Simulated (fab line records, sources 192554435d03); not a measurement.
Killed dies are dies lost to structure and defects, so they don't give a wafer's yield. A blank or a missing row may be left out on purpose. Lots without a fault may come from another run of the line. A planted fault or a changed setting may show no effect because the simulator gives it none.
fab line records | flow n5_finfet
record lots=10 wafers=27 last_day=17
route steps=1938 shown BEOL_M1@838 BEOL_M2@841 BEOL_M4@1111 PASSIVATION@1936
lots that met no fault: from a run of the same line without faults
start_h: hours from the record's first day to the start of the lot's first wafer shown | wait_h: hours since the lot's step before | " the same as in the row above | L1.1+2: a row that stands for several wafers | - no value, or no start given | * or withheld: withheld | < > ~ a bound
route shown NAME@n: a module of which the file shows steps, and the number in the route of the first | usual: mean/standard deviation of fault-free wafers | same: alike in all rows | chamber/n: place in a boat | sites: the reading at each site | _std_site: their standard deviation | _edge_site: outer sites' mean less inner sites' | radius_mm: how far each site lies from the wafer's centre | mask NAME#n: copy n | behind: the tool/chamber that last shaped the wafer | hold: why the lot was held/for how many hours/how that ended | device: the transistor (n, p or np) that didn't switch | end of line: the same wafers' tests at the end of the route | a step without rows: its recipe alone | killed: dies lost to structure and defects at the first sort, not the wafer's yield | map: a wafer's dies, x killed, . not, _ none there
set.NAME: the setting as run; set.NAME@STEP: as run at that earlier step | model.NAME: the simulator's own value behind a step, which no gauge read
steps of the route over a sample of lots; a table a step, a row a wafer
services: from which hour (start_h, from the record's first day; less than 0 if before it) a tool's chamber was out of use, for how many hours, and why
## steps
# step N5_BEOL_M1_DEP_57
# recipe material=SiCN target_thk_a=80 temp_c=withheld precursor=3MS/NH3 pressure_torr=3 rf_w=202 time_s=14
# usual showerhead_plenum_p_Torr=3.664/0.01 throttle_valve_pct=9.3/0.74
# columns lot.wafer tool chamber start_h wait_h showerhead_plenum_p_Torr since_wet_clean_h throttle_valve_pct
L486.1 pecvd-01 1 141.15 0.0 3.656 1570 10.1
L486.2 " 2 " " 3.645 91 8.2
L486.4 " 2 " " 3.657 - 8.3
L491.2 pecvd-04 1 168.64 0.0 3.666 1416 10.6
L491.5 " 2 " " 3.671 - 8.6
L492.4 pecvd-03 1 174.23 0.0 3.673 - 9.6
L492.5 " 2 " " 3.660 - 8.7
L494.2 pecvd-01 0 179.69 0.0 3.661 884 9.1
L494.4 " 2 " " 3.662 - 8.2
L498.1 pecvd-04 0 204.57 0.0 3.659 727 9.0
L498.2 " 1 " " 3.662 1452 10.3
L498.5 " 1 " " 3.665 - 10.4
L502.1 pecvd-01 1 233.67 0.0 3.652 1663 9.8
L502.4 " 0 " " 3.664 - 9.2
L502.5 " 2 " " 3.647 - 8.4
L506.1 pecvd-03 0 251.35 0.0 3.690 1318 9.7
L506.2 " 2 " " 3.665 564 8.7
L506.3 " 1 " " 3.670 2043 9.7
L505.2 pecvd-01 1 261.10 0.0 3.671 1690 9.7
L505.3 " 2 " " 3.655 211 8.1
L505.6 " 2 " " 3.650 - 8.3
L507.1 pecvd-04 0 265.10 0.0 3.658 788 9.0
L507.4 " 2 " " 3.659 - 8.0
L507.5 " 0 " " 3.652 - 9.2
L508.2 pecvd-03 1 266.26 0.0 3.671 2058 9.7
L508.4 " 2 " " 3.671 - 8.8
L508.5 " 1 " " 3.666 - 9.5
# step N5_BEOL_M2_ILD_DEP_00
# recipe material=SiOC target_thk_a=790 temp_c=350 precursor=DEMS/O2 pressure_torr=5 rf_w=500 time_s=15.3
# usual heater_power_w=496/50 showerhead_plenum_p_Torr=5.697/0.014 throttle_valve_pct=12.4/0.82
# columns lot.wafer tool chamber start_h wait_h heater_power_w showerhead_plenum_p_Torr since_wet_clean_h throttle_valve_pct
L486.1 pecvd-04 1 141.28 0.0 467 5.698 1389 13.8
L486.2 " 0 " " 452 5.678 664 11.8
L486.4 " 2 " " 471 5.688 - 11.7
L491.2 pecvd-03 2 168.77 0.0 469 5.706 481 11.4
L491.5 " 1 " " 527 5.692 - 12.8
L492.4 pecvd-04 0 174.37 0.1 430 5.688 - 11.8
L492.5 " 2 " " 514 5.700 - 11.6
L494.2 pecvd-04 1 179.82 0.0 527 5.694 1427 13.9
L494.4 " 1 " " 536 5.702 - 13.9
L498.1 pecvd-03 2 204.72 0.0 493 5.703 517 11.4
L498.2 " 0 " " 524 5.729 1271 12.9
L498.5 " 1 " " 522 5.697 - 12.7
L502.1 pecvd-04 0 233.80 0.0 422 5.686 756 12.0
L502.4 " 1 " " 539 5.678 - 13.8
L502.5 " 0 " " 429 5.684 - 12.1
L506.1 pecvd-04 2 251.48 0.0 555 5.696 20 10.5
L506.2 " 0 " " 487 5.690 774 11.9
L506.3 " 1 " " 515 5.687 1499 13.7
L505.2 pecvd-02 2 261.23 0.0 366 5.692 392 11.6
L505.3 " 0 " " 568 5.685 1146 12.7
L505.6 " 2 " " 372 5.688 - 11.9
L507.1 pecvd-02 1 265.23 0.0 473 5.703 1875 12.3
L507.4 " 0 " " 488 5.693 - 12.4
L507.5 " 1 " " 501 5.707 - 12.3
L508.2 pecvd-04 1 266.39 0.0 528 5.702 1514 14.0
L508.4 " 0 " " 423 5.679 - 11.7
L508.5 " 2 " " 516 5.680 - 10.8
# step N5_BEOL_M2_ALD_98
# recipe material=SiO2 target_thk_a=25 temp_c=100 ald_precursor_family=BDEAS ald_co_reactant=O2-plasma pulse_time_s=1 co_reactant_pulse_time_s=1 purge_time_s=2 co_reactant_purge_time_s=2 ald_cycles=17 pressure_torr=2
# usual heater_power_w=80/11 precursor_pulse_height_rel=0.996/0.02
# columns lot.wafer tool chamber start_h wait_h heater_power_w precursor_pulse_height_rel since_wet_clean_h
L486.1 ald_sin-03 3 145.13 0.1 82 1.025 46
L486.2 " 1 " " 108 0.988 46
L486.4 " 0 " " 63 0.995 46
L491.2 ald_sin-03 2 171.26 0.1 89 1.001 72
L491.5 " 1 " " 106 0.996 -
L492.4 ald_sin-02 3 177.63 0.1 85 0.976 275
L492.5 " 3 " " 84 0.963 -
L494.2 ald_sin-02 2 183.49 0.1 75 0.951 281
L494.4 " 3 " " 85 1.022 281
L498.1 ald_sin-02 3 206.70 0.1 83 0.989 304
L498.2 " 0 " " 77 0.984 304
L498.5 " 2 " " 76 0.985 -
L502.1 ald_sin-03 2 236.14 0.1 91 1.002 137
L502.4 " 0 " " 62 0.976 137
L502.5 " 0 " " 63 1.011 -
L506.1 ald_sin-02 1 254.08 0.1 83 1.004 352
L506.2 " 0 " " 76 0.984 352
L506.3 " 2 " " 72 0.983 352
L505.2 ald_sin-01 1 263.63 0.1 64 0.938 256
L505.3 " 3 " " 80 0.973 256
L505.6 " 3 " " 81 1.007 -
L507.1 ald_sin-03 1 267.60 0.1 105 1.008 168
L507.4 " 3 " " 81 0.980 168
L507.5 " 3 " " 84 1.021 -
L508.2 ald_sin-01 0 269.63 0.3 72 1.000 262
L508.4 " 3 " " 80 0.996 262
L508.5 " 0 " " 75 1.019 -
# step N5_BEOL_M2_ETCHBACK_99
# recipe chemistry=CHF3 target=SiO2 target_depth_a=50 time_s=10.4 source_w=215 bias_w=47 Ar_flow_sccm=200 CHF3_flow_sccm=12 ion_energy_ev=100 pressure_mtorr=30
# usual drypump_motor_current_A=5.7/0.5 oes_product_au=0.83/0.091 rf_vpp_V=239/5 showerhead_plenum_p_Torr=2.16/0.08 throttle_valve_pct=17.06/0.22
# columns lot.wafer tool chamber start_h wait_h drypump_motor_current_A oes_product_au rf_hours_counter_h rf_vpp_V showerhead_plenum_p_Torr throttle_valve_pct
L486.1 rie_diel-02 1 146.01 0.8 6.3 0.78 139 233 2.09 16.98
L486.2 " 2 " " 5.8 0.93 9 248 2.21 16.92
L486.4 " 0 " " 5.5 0.92 25 236 2.31 17.02
L491.2 rie_diel-02 0 172.59 1.3 5.5 1.27 36 235 2.31 17.04
L491.5 " 3 " " 6.1 1.01 - 238 2.11 16.97
L492.4 rie_diel-02 2 180.63 3.0 5.8 1.28 22 248 2.21 16.95
L492.5 " 3 " " 6.1 0.99 - 236 2.11 16.96
L494.2 rie_diel-02 0 183.96 0.4 5.5 1.25 39 234 2.31 17.07
L494.4 " 1 " " 6.3 1.09 151 233 2.09 17.00
L498.1 rie_diel-01 0 210.39 3.6 4.7 0.71 214 236 2.11 16.94
L498.2 " 2 " " 6.2 0.92 17 239 2.21 16.92
L498.5 " 3 " " 5.4 0.88 - 247 2.10 16.88
L502.1 rie_diel-06 1 241.90 5.7 6.3 0.90 35 242 2.10 16.78
L502.4 " 0 " " 5.7 0.84 76 238 2.29 16.96
L502.5 " 0 " " 5.7 0.83 - 238 2.29 16.96
L506.1 rie_diel-01 1 261.50 7.4 5.0 0.71 210 242 2.05 17.56
L506.2 " 2 " " 6.2 0.87 38 238 2.20 16.98
L506.3 " 0 " " 4.7 0.71 235 236 2.10 16.97
L505.2 rie_diel-06 2 264.66 1.0 5.6 0.69 236 232 2.21 17.55
L505.3 " 0 " " 5.7 0.82 84 238 2.28 16.97
L505.6 " 2 " " 5.6 0.69 - 231 2.21 17.56
L507.1 rie_diel-06 3 267.80 0.2 5.6 0.78 119 235 2.08 17.23
L507.4 " 0 " " 5.7 0.81 86 239 2.28 16.97
L507.5 " 0 " " 5.7 0.81 - 238 2.28 16.98
L508.2 rie_diel-01 0 271.36 1.7 4.7 0.70 238 237 2.10 16.98
L508.4 " 1 " " 5.0 0.70 213 240 2.05 17.58
L508.5 " 2 " " 6.2 0.86 - 239 2.20 16.97
# step N5_BEOL_M4_RC_MEAS_101
# usual DIBL_N=36.8/1.5 DIBL_P=37.1/2.1 IOFF_N=0.168/0.03 IOFF_P=0.22/0.034 ION_N=679/12 ION_P=466/8 SS_N=71.7/0.58 SS_P=73.5/0.67 VT_N=248.8/2.7 VT_P=-250/3.3
# columns lot.wafer tool chamber start_h wait_h DIBL_N[mV/V] DIBL_P[mV/V] IOFF_N[nA/um] IOFF_P[nA/um] ION_N[uA/um] ION_P[uA/um] SS_N[mV/dec] SS_P[mV/dec] VT_N[mV] VT_P[mV]
L486.1 prober-01 0 170.64 0.0 37.6 39.4 0.203 0.29 694 475 71.2 74.3 245.8 -247
L486.2 " 0 " " 37.3 37.8 0.181 0.25 679 466 71.3 73.5 249.1 -248
L486.4 " 0 " " 38.0 39.2 0.197 0.28 679 470 71.7 74.9 247.4 -246
L491.2 prober-01 0 198.07 0.2 35.4 37.0 0.167 0.22 671 469 71.3 74.0 247.2 -249
L491.5 " 0 " " 35.6 37.2 0.183 0.22 684 470 71.2 73.4 244.9 -247
L492.4 prober-02 0 207.74 0.5 37.8 36.7 0.154 0.22 683 466 71.7 73.6 250.6 -246
L492.5 " 0 " " 37.6 36.6 0.169 0.23 684 466 72.0 73.3 250.7 -246
L494.2 prober-01 0 209.36 0.2 38.6 40.4 0.222 0.23 688 457 71.9 74.1 245.8 -253
L494.4 " 0 " " 35.1 36.2 0.148 0.16 680 458 70.8 72.7 249.5 -257
L498.1 prober-02 0 242.12 0.0 34.3 32.5 0.132 0.19 662 465 70.9 73.3 250.2 -251
L498.2 " 0 " " 36.4 34.9 0.166 0.22 676 470 71.2 73.4 247.7 -250
L498.5 " 0 " " 35.6 34.2 0.152 0.21 670 461 71.0 74.0 249.4 -250
L502.1 prober-01 0 269.38 0.0 35.7 36.8 0.139 0.22 681 472 71.1 73.4 252.4 -251
L502.4 " 0 " " 33.8 33.9 0.118 0.17 674 468 70.9 72.4 253.6 -252
L502.5 " 0 " " 37.9 39.5 0.169 0.27 676 471 71.7 73.9 244.6 -246
L506.1 prober-02 0 288.14 0.0 39.5 39.8 0.233 0.28 712 478 71.8 74.5 244.4 -247
L506.2 " 0 " " 36.3 36.0 0.149 0.21 687 472 71.4 73.2 250.9 -249
L506.3 " 0 " " 37.7 37.7 0.182 0.23 695 476 72.2 73.2 248.9 -250
L505.2 prober-02 0 294.62 0.2 38.9 37.8 0.177 0.19 678 460 72.3 73.9 247.2 -256
L505.3 " 0 " " 36.8 35.5 0.135 0.17 675 459 70.8 73.3 254.0 -256
L505.6 " 0 " " 38.6 36.7 0.174 0.18 683 462 72.4 73.7 249.3 -257
L507.1 prober-02 0 296.59 0.0 33.4 33.0 0.126 0.19 679 469 71.3 72.9 252.8 -251
L507.4 " 0 " " 34.7 34.8 0.147 0.22 681 472 71.5 73.4 252.4 -247
L507.5 " 0 " " 36.5 36.2 0.164 0.26 678 474 72.4 73.0 248.7 -246
L508.2 prober-01 0 314.67 0.2 37.7 38.6 0.167 0.25 676 467 71.3 73.1 249.5 -246
L508.4 " 0 " " 38.0 37.2 0.171 0.22 680 469 71.0 72.6 249.2 -248
L508.5 " 0 " " 35.4 34.7 0.135 0.18 667 455 71.3 72.9 252.4 -251
# step N5_PASSIVATION_PROBE_49
# usual defect_limited_yield=91.0/1.5 killed_at_M0_to_M3=34/11 killed_at_M4_up=14/5.3 killed_at_contacts=13/7 killed_at_front_end=41/13 killed_at_other=4/3.1 killed_dies=106/17 killed_open=70/12 killed_short=35/8 sort_bin_5_function=5.2/0.98 sort_bin_6_memory=3.4/0.69 sort_n_pass=1074/17 sort_yield_pct=91.0/1.5
# same gross_dies=1180 killed_at_back_side=0 sort_bin_4_leakage[%]=0 sort_bin_8_speed[%]=0
# columns lot.wafer tool chamber start_h wait_h defect_limited_yield[%] killed_at_M0_to_M3 killed_at_M4_up killed_at_contacts killed_at_front_end killed_at_other killed_dies killed_open killed_short sort_bin_5_function[%] sort_bin_6_memory[%] sort_n_pass sort_yield_pct[%]
L492.4 prober-02 - 302.09 0.2 90.7 32 18 21 35 4 110 71 39 5.3 3.6 1070 90.7
# killed by level:class
L492.4 MOL_CONTACT_COAG:geometric_particle:open=18 BEOL_M4:geometric_particle:open=8 FIN_SAQP:geometric_particle:short=7 STI_FIN_REVEAL:geometric_particle:open=7 BEOL_M0_SAQP:geometric_particle:short=7 BEOL_M2:geometric_particle:open=7 FIN_SAQP:geometric_particle:open=5 GATE_CUT:geometric_particle:short=5
## services
# columns tool chamber start_h hours kind
rie_diel-01 3 130.35 4.5 repair
pecvd-04 - 130.72 0.6 repair
pecvd-04 0 134.53 2.1 scheduled_down
pecvd-02 - 136.68 2.8 pm
rie_diel-01 - 148.96 0.1 repair
rie_diel-02 1 158.46 5.5 repair
ald_sin-02 1 187.06 8.4 repair
pecvd-03 - 196.97 0.5 repair
pecvd-04 2 202.38 - clean
pecvd-04 2 202.38 - consumable_replace:showerhead
pecvd-04 2 202.38 29.0 scheduled_down
pecvd-04 2 202.38 29.0 vent_cycle
ald_sin-02 - 206.86 2.8 pm
rie_diel-06 - 215.62 15.6 pm
ald_sin-02 3 223.33 2.2 repair
pecvd-03 0 232.59 2.1 scheduled_down
pecvd-04 2 233.64 5.5 scheduled_down
rie_diel-02 2 235.45 2.4 repair
ald_sin-01 3 236.11 3.7 repair
ald_sin-03 3 241.06 5.0 repair
rie_diel-01 3 246.14 18.9 repair
ald_sin-02 - 259.92 0.6 repair
ald_sin-03 - 264.03 1.1 repair
ald_sin-02 - 269.39 14.0 pm
## key
first_sign step=N5_BEOL_M2_ETCHBACK_99 reading=oes_product_au direction=up sigmas=4.3 usual=0.83 struck=1.22
effect none on later readings
met_at N5_BEOL_M2_ETCHBACK_99
struck_lots L491,L492,L494
struck_wafers L491.2,L492.4,L494.2,L494.4
not_acting_at N5_BEOL_M1_DEP_57,N5_BEOL_M2_ILD_DEP_00,N5_BEOL_M2_ALD_98
onset_between 146.01 172.59
fault kind=process_parameter_drift tool=rie_diel-02 chamber=- onset_h=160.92 steps=N5_BEOL_M2_ETCHBACK_99 channel=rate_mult offset=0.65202 shape=step end_h=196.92 scope=struck_wafers_only
